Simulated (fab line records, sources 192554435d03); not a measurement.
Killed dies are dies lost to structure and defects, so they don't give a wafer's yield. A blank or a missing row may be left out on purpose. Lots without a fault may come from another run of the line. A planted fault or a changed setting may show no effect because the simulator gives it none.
Which tool did it? ; flow n5 finfet ; 11 lots with 33 wafers sampled at 5 steps, on a route of 1938 steps

## WHAT THE GAUGES READ, wafer by wafer
N5_MIM_TOP_LITHO_CD_MEAS_08: target cd 2000 nm. Usual: cd nm 1998.5 nm, standard deviation 1.7.
lot;measured;on;cd nm (nm);flag
L258;day 12 03:48;cd sem-01;1997.4 1998.1 1996.9;
L260;day 12 14:25;cd sem-02;1999.8 1997.7 1999.5;
L261;day 12 23:04;cd sem-02;2000.2 1998.0 1999.0;
L265;day 13 17:59;cd sem-02;1999.9 1996.9 1997.9;
L266;day 13 18:25;cd sem-02;1999.0 1998.0 1999.9;
L268;day 14 22:51;cd sem-02;1997.5 1996.0 1997.8;
L269;day 15 00:04;cd sem-02;1997.6 2000.4 1996.0;
L270;day 15 02:44;cd sem-02;1996.1 1999.3 1997.4;
L271;day 15 15:16;cd sem-02;1997.4 2000.4 1998.9;
L278;day 17 04:07;cd sem-02;1997.8 1999.6 1997.1;
L279;day 17 09:03;cd sem-01;2000.1 1998.3 2001.8;

N5_MIM_BOT_LITHO_CD_MEAS_08: target cd 3000 nm. Usual: cd nm 3001.7 nm, standard deviation 2.
lot;measured;on;cd nm (nm);flag
L258;day 12 04:44;cd sem-02;3003.2 3001.9 3002.6;
L260;day 12 15:28;cd sem-01;3001.9 3002.1 3002.1;
L261;day 13 00:03;cd sem-03;2999.7 2999.9 3001.8;
L265;day 13 19:01;cd sem-01;3002.7 3002.7 3002.3;
L266;day 13 19:34;cd sem-02;3002.0 3003.1 3000.8;
L268;day 14 23:49;cd sem-02;3001.0 2997.9 2999.2;
L269;day 15 01:11;cd sem-02;3000.9 3001.2 3000.7;
L270;day 15 03:36;cd sem-02;3003.8 3000.7 3001.7;
L271;day 15 16:08;cd sem-02;3001.7 3004.1 3005.1;
L278;day 17 05:04;cd sem-02;3005.6 3007.5 3008.9;
L279;day 17 09:47;cd sem-01;3006.7 3005.4 3006.9;

## WHAT TOOL EACH LOT RAN ON (gives the tool, then ch and the chambers of the sampled wafers, and finally the start)
lot;N5_MIM_BOT_SPUTTER_00;N5_MIM_TOP_ETCH_ETCH_00;N5_MIM_BOT_LITHO_EXPOSE_05
L258;pvd sputter-03, day 11 23:05;rie metal-03 ch 0,1, day 12 03:59;krf scanner-02 ch 0, day 12 04:34
L260;pvd sputter-03, day 12 12:44;rie metal-01 ch 0,1, day 12 14:35;krf scanner-01 ch 0, day 12 15:18
L261;pvd sputter-01, day 12 21:59;rie metal-03 ch 0, day 12 23:16;krf scanner-01 ch 0, day 12 23:53
L265;pvd sputter-01, day 13 16:29;rie metal-01 ch 0,1, day 13 18:22;krf scanner-02 ch 0, day 13 18:50
L266;pvd sputter-02, day 13 16:58;rie metal-03 ch 0,1, day 13 18:55;krf scanner-01 ch 0, day 13 19:23
L268;pvd sputter-03, day 14 19:59;rie metal-01 ch 0, day 14 23:08;krf scanner-01 ch 0, day 14 23:38
L269;pvd sputter-02, day 14 22:28;rie metal-03 ch 0,1, day 15 00:16;krf scanner-01 ch 0, day 15 01:01
L270;pvd sputter-01, day 15 01:37;rie metal-02 ch 1, day 15 02:54;krf scanner-01 ch 0, day 15 03:26
L271;pvd sputter-02, day 15 13:56;rie metal-01 ch 0,1, day 15 15:34;krf scanner-01 ch 0, day 15 15:58
L278;pvd sputter-02, day 17 02:07;rie metal-03 ch 0,1, day 17 04:18;krf scanner-01 ch 0, day 17 04:54
L279;pvd sputter-03, day 17 07:34;rie metal-01 ch 0,1, day 17 09:14;krf scanner-01 ch 0, day 17 09:37
- N5_MIM_BOT_SPUTTER_00: material TiN, target thk 35 nm, time 89.7 s.
- N5_MIM_TOP_ETCH_ETCH_00: etches TiN in Cl2/BCl3, target depth 38.5 nm.
- N5_MIM_BOT_LITHO_EXPOSE_05: exposes mask MIM BOT.

## WHAT THE TOOLS THEMSELVES READ (means of the sampled wafers that have a number; where no wafer has one, the mark that the record gives instead)
N5_MIM_BOT_SPUTTER_00. Usual: throttle valve pct 29.9 %, standard deviation 1.1.
lot;tool;throttle valve pct (%);flag
L258;pvd sputter-03;30.4;
L260;pvd sputter-03;30.4;
L261;pvd sputter-01;30.7;
L265;pvd sputter-01;29.5;
L266;pvd sputter-02;30.0;
L268;pvd sputter-03;30.5;
L269;pvd sputter-02;29.4;
L270;pvd sputter-01;30.0;
L271;pvd sputter-02;30.0;
L278;pvd sputter-02;29.6;
L279;pvd sputter-03;29.7;

N5_MIM_TOP_ETCH_ETCH_00. Usual: drypump motor current A 5.7 A, standard deviation 0.68; oes product au 0.80 a.u., standard deviation 0.093; rf fwd power W 995 W, standard deviation 3.3; throttle valve pct 22.85 %, standard deviation 0.16.
lot;tool;drypump motor current A (A);oes product au (a.u.);rf fwd power W (W);throttle valve pct (%);flag
L258;rie metal-03;5.4;0.82;994;22.93;
L260;rie metal-01;5.6;0.72;995;22.75;
L261;rie metal-03;6.5;0.87;992;23.02;
L265;rie metal-01;5.6;0.71;996;22.75;
L266;rie metal-03;5.3;0.81;996;22.93;
L268;rie metal-01;5.0;0.83;998;22.73;
L269;rie metal-03;5.3;0.80;994;22.93;
L270;rie metal-02;6.4;0.66;991;22.85;
L271;rie metal-01;5.3;0.87;993;22.65;
L278;rie metal-03;5.9;0.80;992;23.00;
L279;rie metal-01;5.3;0.86;996;22.66;

N5_MIM_BOT_LITHO_EXPOSE_05. Usual: exposure dose mJ cm2 24.252, standard deviation 0.024.
lot;tool;exposure dose mJ cm2;flag
L258;krf scanner-02;24.248;
L260;krf scanner-01;24.267;
L261;krf scanner-01;24.219;
L265;krf scanner-02;24.232;
L266;krf scanner-01;24.246;
L268;krf scanner-01;24.273;
L269;krf scanner-01;24.249;
L270;krf scanner-01;24.245;
L271;krf scanner-01;24.223;
L278;krf scanner-01;24.971;OFF
L279;krf scanner-01;24.956;OFF

## THE ANSWER, worked out from the rows above alone
Rule: take the mean of a lot's wafers that have a number; if it is more than 3 standard deviations from the usual mean, the lot is off. Also off: a lot with no number at a reading for which 4 or more lots have one. The other lots that the step has rows for count as sound. After the gauges, taken in route order, come the tools' own readings; for these a lot's mean is taken, as printed above. The first step at which some lot is off is used, and at that step the reading that is off furthest; a lot without a number counts as furthest.
Off: L278, L279, at N5_MIM_BOT_LITHO_EXPOSE_05 (exposure dose mJ cm2).
If a tool, at that step or one of the process steps before it, ran each lot that is off and ran no sound lot following the first of them, it fits. One fits: krf scanner-01 at N5_MIM_BOT_LITHO_EXPOSE_05. Its last sound lot is L271 (day 15 15:58), its first lot that is off L278 (day 17 04:54): a fault that began between those two fits.
On the lots that are off, the tool's own readings at N5_MIM_BOT_LITHO_EXPOSE_05 differ by more than 5 times the standard deviation of the sound lots' means, which bears it out; exposure dose mJ cm2 reads 24.963 there versus 24.245 on the sound lots.

## WHAT THE SIMULATOR HAD INSERTED
Process parameter drift: krf scanner-01, from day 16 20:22 on, at N5_MIM_BOT_LITHO_EXPOSE_05. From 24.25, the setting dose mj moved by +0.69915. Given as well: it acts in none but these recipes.
Shown lots that were struck: L278, L279. The rule given above showed the same thing.
